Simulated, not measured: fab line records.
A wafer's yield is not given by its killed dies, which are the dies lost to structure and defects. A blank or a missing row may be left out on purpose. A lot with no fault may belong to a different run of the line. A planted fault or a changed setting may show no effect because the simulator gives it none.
A lot that was struck, set against a sound lot + flow n5Finfet + 35 steps out of a route of 1938
Sound: wafers L130.1, L130.4, L130.6. Wafers L134.1, L134.3, L134.5 were the ones struck. The cause comes at the end.
For every step that has rows: the tool of each side, followed by ch and its chambers, followed by its first start. Under that, the readings that differ: sound wafers + struck wafers + difference of the means + sigmas: that difference in standard deviations of wafers without a fault.
alike: readings whose means differ by less than 2 such deviations, and words and numbers that are the same on both sides. not compared: withheld readings, readings that some wafer has no value for, bounds like >300 that may hide the same value, and numbers for which the record gives no deviation and whose values overlap.
The two part at a step that has a row with sigmas, a row that says differs or no value, or rows on one side only. Numbers that don't overlap but have no deviation are shown without sigmas and don't part them. Lack of a reading on every wafer of one side parts them only where that side has two or more wafers.

first, 10 steps without rows for these wafers: N5_GATE_CUT_DESCUM_18 (chemistry O2, time 7 s); N5_GATE_CUT_ETCH_28 (etches underlayer in N2/H2, target depth 13 nm, time 10.4 s); N5_GATE_CUT_ETCH_36 (etches SiARC in CF4, target depth 13 nm, time 21.7 s); N5_GATE_CUT_ETCH_37 (etches SOC in N2/H2, target depth 60 nm, overetch 12 nm, time 90 s); N5_GATE_CUT_STRIP_38 (strips in N2/H2); N5_GATE_CUT_STRIP_39 (strips in N2/H2); N5_GATE_CUT_HM_OPEN_40 (chemistry C4F6/O2, target SiO2, target depth 139 nm, time 85.1 s); N5_GATE_CUT_STRIP_41 (strips in CF4); N5_GATE_CUT_STRIP_42 (strips in O2); N5_GATE_CUT_ETCH_19 (etches SiNx in CH3F/O2, target depth 53.7 nm, time 76.7 s).
N5_GATE_CUT_CUT_ETCH_53: etches W in SF6/Cl2, target depth 79.2 nm.
  sound on rieMetal-03 ch 0,1, day 8 02:46; struck on rieMetal-03 ch 0,1, day 8 23:55
  alike: drypumpMotorCurrentA, etchRfOnTimeS, heBacksideLeakSccm, oesProductAu, throttleValvePct
  not compared: rfHoursCounterH
then, 23 steps without rows for these wafers: N5_GATE_CUT_CUT_ETCH_54 (etches TiN in Cl2/BCl3, target depth 96.7 nm); N5_GATE_CUT_CUT_ETCH_55 (etches HfO2 in BCl3, target depth 3.2 nm); N5_GATE_CUT_ETCH_47 (etches SiO2 in Cl2/BCl3, target depth 10 nm); N5_GATE_CUT_VAPOR_ETCH_48 (etches TiN in BCl3/Cl2); N5_GATE_CUT_VAPOR_ETCH_49 (etches TiAlC in BCl3/Cl2); N5_GATE_CUT_VAPOR_ETCH_51 (etches HfO2 in BCl3/Cl2); N5_GATE_CUT_STRIP_21 (strips in N2/H2, time 30 s); N5_GATE_CUT_STRIP_29 (strips in post etch residue remover, time 60 s); N5_GATE_CUT_SRD_52 (time 30 s); N5_GATE_CUT_ALD_22 (deposits SiNx, target thk 16 nm, pulse time 1 s, ald cycles 320); N5_GATE_CUT_CMP_23 (polishes, stops on SiO2, t overpolish 23.4 s, target thk 16 nm); N5_GATE_CUT_CMP_43 (polishes SiO2); N5_GATE_CUT_CMP_61 (polishes, stops on SiNx, t overpolish 3 s); N5_MOL_CONTACT_COAG_COAT_103 (time 60 s, resist thk 80 nm); N5_MOL_CONTACT_COAG_COAT_104 (time 60 s, resist thk 12 nm); N5_MOL_CONTACT_COAG_COAT_58 (time 60 s, resist thk 10 nm); N5_MOL_CONTACT_COAG_COAT_02 (resist thk 30 nm); N5_MOL_CONTACT_COAG_EBR_04; N5_MOL_CONTACT_COAG_SOFTBAKE_03 (time 60 s); N5_MOL_CONTACT_COAG_EXPOSE_05 (exposes mask CA, defocus 0 nm); N5_MOL_CONTACT_COAG_PEB_06 (peb time 60 s); N5_MOL_CONTACT_COAG_DEVELOP_07 (develop time 30 s); N5_MOL_CONTACT_COAG_DESCUM_13 (chemistry O2, time 7 s).
-- here the record skips 8 days between the struck wafers' starts before and after, leaving off in module MOL_CONTACT_COAG and picking up in module PASSIVATION (first step shown: number 1936 of the route) --
N5_PASSIVATION_PROBE_49:
  rows exist in the record for the struck wafers here (prober-01, day 16 22:41), but not for the sound ones

## WHERE THEY PART
Only at N5_PASSIVATION_PROBE_49, as far as this record shows.

WHY: what had been put in by the simulator
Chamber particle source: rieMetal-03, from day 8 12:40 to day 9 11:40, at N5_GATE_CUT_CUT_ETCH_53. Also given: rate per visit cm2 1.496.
